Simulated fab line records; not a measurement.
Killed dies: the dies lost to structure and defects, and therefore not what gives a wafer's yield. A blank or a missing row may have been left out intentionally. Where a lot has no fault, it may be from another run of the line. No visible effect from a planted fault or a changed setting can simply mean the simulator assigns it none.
Struck lot and sound lot, side by side ; flow n5-finfet ; 16 out of 1938 route steps
Sound: these wafers, L275.1, L275.2, L275.3. Struck: wafers L290.1, L290.5 (left out: L290.6, a lot-mate that was not struck); the cause follows at the end.
Each step with rows lists, per side, the tool, then ch with its chambers, then its first start. Under that, the readings that differ: sound wafers ; struck wafers ; difference of the means ; sigmas: that difference in standard deviations of wafers without a fault.
alike: a reading whose means differ by less than 2 such deviations, as well as words and numbers matching on both sides. not compared: withheld readings; readings where some wafer has no value; bounds like >300 that might hide an equal value; numbers whose values overlap and for which the record gives no deviation.
A row with sigmas, a row that says differs or no value, or rows on one side alone: a step with any of these is where the two part. Numbers that have no deviation but don't overlap get no sigmas and don't part them. Lack of a reading on every wafer of one side parts them only where that side has two or more wafers.

first, 6 steps without rows for these wafers: N5_BEOL_M2_COAT_22 (resist thk 30 nm); N5_BEOL_M2_EBR_24; N5_BEOL_M2_SOFTBAKE_23 (time 60 s); N5_BEOL_M2_EXPOSE_25 (exposes mask V1, defocus 5 nm); N5_BEOL_M2_PEB_26 (peb time 60 s); N5_BEOL_M2_DEVELOP_27 (develop time 30 s).
N5_BEOL_M2_CD_MEAS_28: target cd 26.2 nm, target cd y 24.1 nm.
  sound on cd-sem-02 ch 0, day 7 04:52; struck on cd-sem-01 ch 0, day 10 08:33
  alike: cd-nm
N5_BEOL_M2_OVL_MEAS_29:
  sound on overlay-02 ch 0, day 7 04:54; struck on overlay-01 ch 0, day 10 08:35
  alike: V1_OVL
N5_BEOL_M2_INSPECT_30: inspects for defects (brightfield).
  struck on defect-inspect-02, day 10 08:38; sound on defect-inspect-02, day 7 04:58
  alike: raw-defect-count
N5_BEOL_M2_DESCUM_33: chemistry O2, time 7 s.
  sound on rie-diel-03 ch 1,2,3, day 7 05:21; struck on rie-diel-01 ch 0, day 10 08:40
reading;sound;struck;difference;sigmas
bias-power-w (W);20.01 20.13 20.03;19.96 19.90;-0.13;-2
drypump-motor-current-A (A);5.3 5.3 5.3;6.4 6.3;+1.0;+2
  alike: oes-product-au, rf-vpp-V, showerhead-plenum-p-Torr, throttle-valve-pct
  not compared: rf-hours-counter-h
N5_BEOL_M2_ETCH_77: etches underlayer in N2/H2, target depth 6.5 nm, time 5.2 s.
  sound on rie-diel-03 ch 1,2,3, day 7 05:23; struck on rie-diel-01 ch 0, day 10 08:43
reading;sound;struck;difference;sigmas
drypump-motor-current-A (A);5.3 5.3 5.3;6.4 6.4;+1.1;+2
  alike: etch-rf-on-time-s, oes-product-au, rf-vpp-V, showerhead-plenum-p-Torr, throttle-valve-pct
  not compared: rf-hours-counter-h
N5_BEOL_M2_ETCH_69: etches SiARC in CF4, target depth 15.6 nm, time 26 s.
  sound on rie-diel-03 ch 1,2,3, day 7 05:24; struck on rie-diel-01 ch 0, day 10 08:43
reading;sound;struck;difference;sigmas
drypump-motor-current-A (A);5.3 5.3 5.3;6.3 6.4;+1.0;+2
  alike: etch-rf-on-time-s, oes-product-au, rf-vpp-V, showerhead-plenum-p-Torr, throttle-valve-pct
  not compared: rf-hours-counter-h
N5_BEOL_M2_ALD_98: deposits SiO2, target thk 2.5 nm, pulse time 1 s, co reactant pulse time 1 s.
  sound on ald-sin-04 ch 1,2, day 7 05:49; struck on ald-sin-03 ch 0,3, day 10 08:48
reading;sound;struck;difference;sigmas
ald-cycles;17 17 17;18 18;+1;
  alike: heater-power-w, precursor-pulse-height-rel
N5_BEOL_M2_ETCHBACK_99: etches SiO2 in CHF3, target depth 5 nm, time 10.4 s.
  sound on rie-diel-03 ch 1,2,3, day 7 06:05; struck on rie-diel-05 ch 1,2, day 10 14:22
  alike: drypump-motor-current-A, oes-product-au, rf-vpp-V, showerhead-plenum-p-Torr, throttle-valve-pct
  not compared: rf-hours-counter-h
N5_BEOL_M4_RC_MEAS_101:
  sound on prober-02 ch 0, day 8 08:07; struck on prober-02 ch 0, day 11 09:54
reading;sound;struck;difference;sigmas
SS_P (mV/dec);72.6 72.1 72.8;73.8 73.8;+1.3;+2
  alike: DIBL_N, DIBL_P, IOFF_N, IOFF_P, ION_N, ION_P, SS_N, VT_N, VT_P
N5_PASSIVATION_PROBE_49:
  rows exist in the record for the sound wafers here (prober-01, day 12 07:02), none for the struck ones

## WHERE THEY PART
Earliest at N5_BEOL_M2_DESCUM_33; latest, in this record, at N5_PASSIVATION_PROBE_49.

WHY: what had been put in by the simulator
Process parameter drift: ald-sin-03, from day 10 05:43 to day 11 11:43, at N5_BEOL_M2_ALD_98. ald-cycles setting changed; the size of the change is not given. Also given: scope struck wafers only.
